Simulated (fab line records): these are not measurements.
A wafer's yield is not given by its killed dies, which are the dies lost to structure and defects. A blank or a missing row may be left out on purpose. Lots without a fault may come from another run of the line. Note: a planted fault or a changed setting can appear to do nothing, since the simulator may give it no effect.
Chamber matching + flow nand harc + NHARC_P_M2_ETCH_35 on rie diel-10: 4 sister chambers
The step etches the open film in N2/H2, target depth 40 nm, overetch 12 nm, time 43.94 s. 20 wafers are shown with their chamber, then 10 later ones without.

== WAFERS PAIRED WITH THEIR CHAMBERS ==
| wafer  | chamber | drypump motor current A (A) | oes product au (a.u.) | rf vpp V (V) |
|--------|---------|-----------------------------|-----------------------|--------------|
| L074.2 | 2       | 5.7                         | 0.991                 | 429.3        |
| L074.4 | 0       | 5.6                         | 1.010                 | 433.9        |
| L074.6 | 3       | 6.4                         | 0.998                 | 432.4        |
| L074.1 | 3       | 6.4                         | 0.993                 | 434.2        |
| L074.3 | 1       | 5.4                         | 0.977                 | 428.9        |
| L074.5 | 2       | 5.7                         | 0.990                 | 429.6        |
| L080.1 | 2       | 5.7                         | 0.992                 | 428.0        |
| L080.4 | 0       | 5.6                         | 0.999                 | 432.3        |
| L080.5 | 2       | 5.7                         | 0.989                 | 427.8        |
| L082.1 | 3       | 6.3                         | 1.001                 | 433.7        |
| L082.4 | 2       | 5.7                         | 0.993                 | 428.5        |
| L082.5 | 2       | 5.7                         | 1.001                 | 430.4        |
| L082.2 | 1       | 5.4                         | 0.979                 | 430.3        |
| L082.3 | 0       | 5.6                         | 0.994                 | 431.1        |
| L082.6 | 3       | 6.4                         | 0.988                 | 432.9        |
| L084.1 | 2       | 5.7                         | 0.989                 | 430.5        |
| L084.3 | 0       | 5.6                         | 0.994                 | 431.5        |
| L084.5 | 2       | 5.7                         | 0.994                 | 427.4        |
| L088.1 | 3       | 6.4                         | 0.999                 | 434.1        |
| L088.3 | 0       | 5.6                         | 1.006                 | 431.4        |

SIGNATURES, as means of the wafers listed above
| reading                 | chamber 0 | chamber 1 | chamber 2 | chamber 3 | scatter within a chamber |
|-------------------------|-----------|-----------|-----------|-----------|--------------------------|
| drypump motor current A | 5.600     | 5.400     | 5.700     | 6.380     | 0.0224                   |
| oes product au          | 1.00060   | 0.97800   | 0.99238   | 0.99580   | 0.00517                  |
| rf vpp V                | 432.040   | 429.600   | 428.938   | 433.460   | 1.07                     |
Rule: for each reading, subtract the chamber's mean from the wafer's reading, divide by that reading's scatter and square the result; add these up over the readings and take the root, which gives the wafer's distance from the chamber. The wafer belongs to the nearest chamber; if the next one is less than 2 further off, it can't be placed. The scatter: the root of (the sum of the squares of (reading less its chamber's mean) over the shown wafers, divided by (wafers less chambers)).

== WAFERS MISSING THEIR CHAMBER ==
| wafer  | drypump motor current A (A) | oes product au (a.u.) | rf vpp V (V) |
|--------|-----------------------------|-----------------------|--------------|
| L088.5 | 5.6                         | 1.020                 | 433.5        |
| L089.3 | 6.4                         | 1.008                 | 433.4        |
| L089.5 | 6.4                         | 1.006                 | 433.0        |
| L089.6 | 5.7                         | 1.007                 | 427.7        |
| L090.1 | 5.4                         | 0.995                 | 430.5        |
| L090.2 | 5.7                         | 1.009                 | 429.3        |
| L090.4 | 5.6                         | 1.013                 | 432.4        |
| L091.4 | 6.4                         | 0.992                 | 434.9        |
| L091.5 | 5.4                         | 0.995                 | 430.0        |
| L091.6 | 5.6                         | 1.008                 | 432.0        |

== EACH ONE'S CHAMBER ==
| wafer  | from the rows above | in truth |
|--------|---------------------|----------|
| L088.5 | 0                   | 0        |
| L089.3 | 3                   | 3        |
| L089.5 | 3                   | 3        |
| L089.6 | 2                   | 2        |
| L090.1 | 1                   | 1        |
| L090.2 | 2                   | 2        |
| L090.4 | 0                   | 0        |
| L091.4 | 3                   | 3        |
| L091.5 | 1                   | 1        |
| L091.6 | 0                   | 0        |
10 of 10 placed correctly. Number that these rows cannot place: 0. Wrongly placed: 0.
